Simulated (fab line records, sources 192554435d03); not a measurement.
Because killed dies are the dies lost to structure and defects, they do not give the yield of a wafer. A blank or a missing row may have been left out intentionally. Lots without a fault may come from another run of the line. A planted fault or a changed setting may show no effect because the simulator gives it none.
What tool caused it?	flow n5 finfet	72 wafers from 24 lots sampled at 6 of the route's 1938 steps

## WHAT THE GAUGES READ, wafer by wafer
N5_BEOL_M9_CD_MEAS_28 targets a cd of 70 nm.
lot	measured	on	cd nm (nm)
L075	day 9 15:21	cd sem-03	69.95 69.93 70.12
L074	day 9 19:58	cd sem-03	70.16 69.85 70.15
L076	day 10 09:07	cd sem-03	70.04 70.55 69.91
L077	day 10 10:58	cd sem-01	69.98 69.94 69.81
L078	day 10 11:14	cd sem-03	69.88 70.20 69.70
L079	day 10 15:47	cd sem-03	70.21 69.98 70.07
L080	day 10 16:44	cd sem-02	70.44 69.93 69.97
L081	day 10 21:07	cd sem-03	70.64 70.42 70.52
L082	day 11 08:53	cd sem-01	69.87 70.26 69.93
L083	day 11 09:32	cd sem-03	70.39 70.19 69.79
L084	day 11 13:05	cd sem-01	70.45 69.99 69.96
L085	day 11 16:20	cd sem-03	69.87 69.67 69.91
L087	day 15 08:04	cd sem-02	69.85 70.03 70.01
L086	day 15 18:38	cd sem-03	70.19 69.70 69.87
L088	day 15 19:44	cd sem-02	70.14 69.86 70.26
L093	day 15 19:46	cd sem-02	70.33 70.20 70.21
L089	day 15 19:49	cd sem-03	70.16 70.32 69.90
L096	day 16 03:59	cd sem-03	70.17 70.20 70.16
L094	day 16 04:08	cd sem-02	70.11 70.45 70.58
L091	day 16 08:33	cd sem-03	70.06 69.78 70.16
L090	day 16 11:53	cd sem-02	70.40 70.05 70.18
L095	day 16 13:38	cd sem-02	69.80 70.07 70.18
L097	day 16 16:17	cd sem-02	70.37 70.24 70.64
L092	day 16 21:59	cd sem-03	70.24 70.05 69.90

N5_BEOL_M9_INSPECT_58: inspects for defects (darkfield).
lot	measured	on	raw defect count
L075	day 9 18:46	defect inspect-02	92 69 95
L074	day 10 01:18	defect inspect-01	44 45 19
L076	day 10 11:52	defect inspect-01	85 68 63
L077	day 10 13:50	defect inspect-02	79 105 128
L078	day 10 14:04	defect inspect-02	54 36 66
L079	day 10 19:44	defect inspect-01	53 61 60
L080	day 10 20:11	defect inspect-02	78 119 60
L081	day 11 00:26	defect inspect-02	86 102 66
L082	day 11 11:55	defect inspect-01	121 77 62
L083	day 11 12:41	defect inspect-01	79 93 74
L084	day 11 16:02	defect inspect-02	37 84 56
L085	day 11 20:31	defect inspect-02	61 81 99
L087	day 15 11:43	defect inspect-01	52 39 51
L086	day 15 21:49	defect inspect-02	63 66 31
L088	day 16 00:04	defect inspect-01	52 54 59
L093	day 16 00:22	defect inspect-01	29 57 64
L089	day 16 00:38	defect inspect-01	67 56 64
L096	day 16 07:41	defect inspect-01	51 64 78
L094	day 16 07:58	defect inspect-02	152 92 164
L091	day 16 11:30	defect inspect-01	64 125 74
L090	day 16 16:19	defect inspect-01	65 58 100
L095	day 16 16:35	defect inspect-01	65 75 90
L097	day 16 21:16	defect inspect-02	59 58 53
L092	day 17 00:59	defect inspect-01	56 32 38

## WHAT TOOL EACH LOT RAN ON (gives the tool, then ch and the chambers of the sampled wafers, and finally the start)
lot	N5_BEOL_M9_ETCH_65	N5_BEOL_M9_SURFACE_TREAT_79	N5_BEOL_M9_ANNEAL_51	N5_BEOL_M9_CMP_52
L075	rie diel-02 ch 1,2,3, day 9 15:31	pvd sputter-03, day 9 17:13	rtp anneal-02 ch 0, day 9 17:50	cmp-03 ch 1,2, day 9 18:19
L074	rie diel-03 ch 0,1,3, day 9 20:32	pvd sputter-03, day 9 23:28	rtp anneal-01 ch 0, day 10 00:33	cmp-02 ch 1,2,3, day 10 00:52
L076	rie diel-04 ch 1,2,3, day 10 09:18	pvd sputter-02, day 10 10:39	rtp anneal-01 ch 0, day 10 11:09	cmp-03 ch 0,1,2, day 10 11:24
L077	rie diel-02 ch 2,3, day 10 11:14	pvd sputter-02, day 10 12:34	rtp anneal-01 ch 0, day 10 13:02	cmp-03 ch 1,2, day 10 13:23
L078	rie diel-03 ch 0,1, day 10 11:29	pvd sputter-02, day 10 12:50	rtp anneal-01 ch 0, day 10 13:16	cmp-03 ch 2,3, day 10 13:37
L079	rie diel-02 ch 0,1,3, day 10 15:58	pvd sputter-03, day 10 17:47	rtp anneal-01 ch 0, day 10 18:32	cmp-03 ch 0,1,2, day 10 19:17
L080	rie diel-02 ch 0,2,3, day 10 17:08	pvd sputter-03, day 10 18:34	rtp anneal-02 ch 0, day 10 19:02	cmp-03 ch 0,1,3, day 10 19:44
L081	rie diel-02 ch 1,2, day 10 21:17	pvd sputter-01, day 10 22:42	rtp anneal-01 ch 0, day 10 23:13	cmp-03 ch 0,3, day 10 23:28
L082	rie diel-02 ch 0,2,3, day 11 09:17	pvd sputter-01, day 11 10:35	rtp anneal-01 ch 0, day 11 11:08	cmp-04 ch 0,1, day 11 11:28
L083	rie diel-02 ch 0,1, day 11 10:04	pvd sputter-03, day 11 11:28	rtp anneal-02 ch 0, day 11 12:01	cmp-02 ch 0,1,2, day 11 12:17
L084	rie diel-02 ch 1,2,3, day 11 13:17	pvd sputter-03, day 11 14:35	rtp anneal-02 ch 0, day 11 15:13	cmp-03 ch 0,2,3, day 11 15:40
L085	rie diel-02 ch 0,1, day 11 16:31	pvd sputter-01, day 11 19:21	rtp anneal-01 ch 0, day 11 19:46	cmp-03 ch 1,2, day 11 20:04
L087	rie diel-02 ch 1,2,3, day 15 08:14	pvd sputter-02, day 15 10:12	rtp anneal-02 ch 0, day 15 10:58	cmp-02 ch 2,3, day 15 11:18
L086	rie diel-02 ch 0,3, day 15 18:49	pvd sputter-02, day 15 20:20	rtp anneal-01 ch 0, day 15 21:04	cmp-03 ch 1,2,3, day 15 21:29
L088	rie diel-02 ch 0,1,2, day 15 19:54	pvd sputter-02, day 15 21:32	rtp anneal-01 ch 0, day 15 23:19	cmp-02 ch 0,1,3, day 15 23:37
L093	rie diel-03 ch 0,2, day 15 20:11	pvd sputter-01, day 15 21:43	rtp anneal-01 ch 0, day 15 23:41	cmp-03 ch 2,3, day 15 23:54
L089	rie diel-04 ch 0,3, day 15 20:12	pvd sputter-03, day 15 21:48	rtp anneal-01 ch 0, day 15 23:57	cmp-02 ch 0,1,3, day 16 00:15
L096	rie diel-03 ch 0,3, day 16 04:09	pvd sputter-03, day 16 06:04	rtp anneal-01 ch 0, day 16 06:56	cmp-04 ch 1,2,3, day 16 07:19
L094	rie diel-02 ch 0,2,3, day 16 04:19	pvd sputter-03, day 16 06:31	rtp anneal-01 ch 0, day 16 07:13	cmp-03 ch 0,1, day 16 07:30
L091	rie diel-04 ch 0,1,3, day 16 08:43	pvd sputter-01, day 16 10:18	rtp anneal-02 ch 0, day 16 10:50	cmp-03 ch 0,1,3, day 16 11:07
L090	rie diel-03 ch 0,3, day 16 12:20	pvd sputter-03, day 16 14:56	rtp anneal-02 ch 0, day 16 15:35	cmp-02 ch 1,3, day 16 15:53
L095	rie diel-04 ch 1,2,3, day 16 13:48	pvd sputter-01, day 16 15:13	rtp anneal-02 ch 0, day 16 15:54	cmp-02 ch 0,2,3, day 16 16:13
L097	rie diel-03 ch 0,2,3, day 16 16:37	pvd sputter-02, day 16 19:51	rtp anneal-01 ch 0, day 16 20:39	cmp-04 ch 0,1,3, day 16 20:55
L092	rie diel-03 ch 0,2,3, day 16 22:12	pvd sputter-02, day 16 23:47	rtp anneal-02 ch 0, day 17 00:14	cmp-04 ch 0,1,3, day 17 00:37
- N5_BEOL_M9_ETCH_65: etches SiARC in CF4, target depth 15.6 nm, time 26 s.
- N5_BEOL_M9_SURFACE_TREAT_79
- N5_BEOL_M9_ANNEAL_51: time 90 s.
- N5_BEOL_M9_CMP_52: polishes, stops on SiCOH lowk, t overpolish 7 s, target thk 140 nm.

## AS READ BY THE TOOLS THEMSELVES (means over the sampled wafers that have a number; for cases with no such wafer, the mark the record gives instead)
N5_BEOL_M9_ETCH_65.
lot	tool	drypump motor current A (A)	etch rf on time s (s)	oes product au (a.u.)	rf vpp V (V)	showerhead plenum p Torr (Torr)	throttle valve pct (%)
L075	rie diel-02	6.1	26.0	0.69	185.3	2.19	15.42
L074	rie diel-03	5.5	25.7	0.74	184.1	2.14	15.64
L076	rie diel-04	5.8	26.1	0.67	182.6	2.09	15.54
L077	rie diel-02	5.8	26.5	0.71	185.1	2.23	15.41
L078	rie diel-03	5.3	25.8	0.72	184.1	2.14	15.70
L079	rie diel-02	6.1	25.9	0.64	184.4	2.17	15.55
L080	rie diel-02	6.1	25.9	0.68	184.7	2.18	15.47
L081	rie diel-02	6.4	26.2	0.67	185.0	2.15	15.40
L082	rie diel-02	6.0	25.8	0.68	184.6	2.18	15.49
L083	rie diel-02	6.3	25.7	0.61	185.2	2.11	15.62
L084	rie diel-02	6.1	26.2	0.67	185.2	2.18	15.45
L085	rie diel-02	6.3	25.4	0.60	183.9	2.11	15.64
L087	rie diel-02	6.1	26.2	0.65	184.1	2.17	15.50
L086	rie diel-02	5.8	25.9	0.66	184.4	2.20	15.59
L088	rie diel-02	6.3	25.8	0.62	184.4	2.12	15.57
L093	rie diel-03	5.6	26.3	0.70	183.4	2.09	15.77
L089	rie diel-04	5.7	25.7	0.63	184.2	2.10	15.65
L096	rie diel-03	5.5	26.3	0.63	182.2	2.09	15.85
L094	rie diel-02	6.0	26.3	0.65	184.1	2.17	15.54
L091	rie diel-04	5.7	26.0	0.65	183.8	2.08	15.64
L090	rie diel-03	5.6	26.6	0.67	184.0	2.13	15.70
L095	rie diel-04	5.8	25.8	0.72	183.2	2.08	15.45
L097	rie diel-03	5.6	26.4	0.68	184.2	2.11	15.75
L092	rie diel-03	5.6	26.2	0.68	183.1	2.11	15.73

N5_BEOL_M9_ANNEAL_51.
lot	tool	wafer_temp_C_max
L075	rtp anneal-02	225.6
L074	rtp anneal-01	226.2
L076	rtp anneal-01	226.4
L077	rtp anneal-01	226.6
L078	rtp anneal-01	226.4
L079	rtp anneal-01	226.5
L080	rtp anneal-02	226.0
L081	rtp anneal-01	226.5
L082	rtp anneal-01	226.4
L083	rtp anneal-02	225.6
L084	rtp anneal-02	225.8
L085	rtp anneal-01	226.4
L087	rtp anneal-02	225.9
L086	rtp anneal-01	226.6
L088	rtp anneal-01	226.3
L093	rtp anneal-01	226.5
L089	rtp anneal-01	226.3
L096	rtp anneal-01	226.2
L094	rtp anneal-01	226.4
L091	rtp anneal-02	225.7
L090	rtp anneal-02	225.9
L095	rtp anneal-02	226.0
L097	rtp anneal-01	226.4
L092	rtp anneal-02	225.8

N5_BEOL_M9_CMP_52.
lot	tool	barrier field endpoint s (s)	motor current A (A)	overpolish run s (s)	time to endpoint s (s)
L075	cmp-03	27.7	5.8	7.005	61
L074	cmp-02	29.3	6.3	7.010	67
L076	cmp-03	28.4	5.8	7.002	67
L077	cmp-03	28.4	5.9	7.002	64
L078	cmp-03	29.0	6.4	6.989	66
L079	cmp-03	28.7	5.8	7.004	64
L080	cmp-03	28.0	6.0	7.005	65
L081	cmp-03	27.7	5.7	6.992	64
L082	cmp-04	28.0	6.9	6.986	63
L083	cmp-02	28.4	5.9	6.998	67
L084	cmp-03	28.2	6.2	7.004	62
L085	cmp-03	28.4	6.1	6.998	64
L087	cmp-02	28.4	5.9	7.002	66
L086	cmp-03	29.0	6.1	6.997	65
L088	cmp-02	29.6	6.2	6.998	69
L093	cmp-03	29.6	6.5	6.998	70
L089	cmp-02	29.2	6.3	7.006	66
L096	cmp-04	29.0	6.7	7.000	67
L094	cmp-03	29.2	5.6	6.998	72
L091	cmp-03	29.3	5.8	6.997	69
L090	cmp-02	29.4	6.4	7.006	68
L095	cmp-02	28.6	6.1	6.995	63
L097	cmp-04	29.9	6.9	7.003	66
L092	cmp-04	29.8	6.8	7.000	67

## THE ANSWER, worked out from the rows above alone
Rule: the lots themselves supply what counts as usual. The widest of any qualifying gaps counts: lots, ordered by their means at a reading, are off when they make up no more than a third of the lots, leave a main group of 4 or more, and stand apart from it by 3 or more times the standard deviation of that group's means. A main group is skipped when, at the precision printed for the reading in the tables above, its means are all equal. Also off: a lot with no number at a reading for which 4 or more lots have one. All remaining lots with rows at the step are treated as sound. Order of review: gauges by route order, followed by the tools' own readings, for which a lot's mean as printed above is used. At the first step where some lot is off, the reading lying furthest off is the one used; lots without a number count as furthest.
No lot is off at any reading shown: from this, nothing can be told.

## WHAT THE SIMULATOR HAD PUT IN
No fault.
